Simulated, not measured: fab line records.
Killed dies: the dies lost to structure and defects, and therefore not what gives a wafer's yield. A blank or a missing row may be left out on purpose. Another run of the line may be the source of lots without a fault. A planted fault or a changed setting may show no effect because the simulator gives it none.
Matching of chambers + flow nand harc + NHARC_A_BONDPAD_CMP_29 on cmp-04: 4 sister chambers
The step polishes SiCN, target thk 200 nm. 8 wafers are shown with their chamber, then 7 later ones without.

EACH WAFER AND ITS CHAMBER
| wafer  | chamber | motor current A (A) |
|--------|---------|---------------------|
| L852.6 | 1       | 12.3                |
| L857.2 | 1       | 12.8                |
| L857.3 | 2       | 10.8                |
| L860.3 | 3       | 11.0                |
| L860.4 | 0       | 12.4                |
| L860.6 | 0       | 13.3                |
| L859.2 | 2       | 11.2                |
| L859.3 | 3       | 10.4                |

WAFERS MISSING THEIR CHAMBER
| wafer  | motor current A (A) |
|--------|---------------------|
| L859.5 | 13.2                |
| L863.2 | 11.3                |
| L863.3 | 13.7                |
| L863.6 | 12.5                |
| L865.2 | 11.1                |
| L865.3 | 11.6                |
| L865.4 | 12.7                |

WHICH CHAMBER EACH WENT THROUGH
| wafer  | from the rows above               | in truth |
|--------|-----------------------------------|----------|
| L859.5 | can't be placed: 0 or 1           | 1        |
| L863.2 | can't be placed: 2 or 3           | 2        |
| L863.3 | can't be placed: 0 or 1           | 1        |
| L863.6 | can't be placed: 1 or 0           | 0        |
| L865.2 | can't be placed: 2 or 3           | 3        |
| L865.3 | can't be placed: 2 or 3 or 1 or 0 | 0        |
| L865.4 | can't be placed: 1 or 0           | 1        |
0 of 7 placed correctly. Not placeable from these rows: 7 (in 7, the candidates include the true chamber). Number placed wrongly: 0.
How it was worked out, from the rows above alone: a wafer's distance from a chamber is the root of the sum, over the readings, of the square of ((its reading less the chamber's mean) divided by the reading's scatter). If the next closest chamber is less than 2 further off than the closest, the wafer can't be placed; otherwise it belongs to the closest. Each chamber's mean is taken over the wafers shown for it. The scatter: the root of (the sum of the squares of (reading less its chamber's mean) over the shown wafers, divided by (wafers less chambers)).
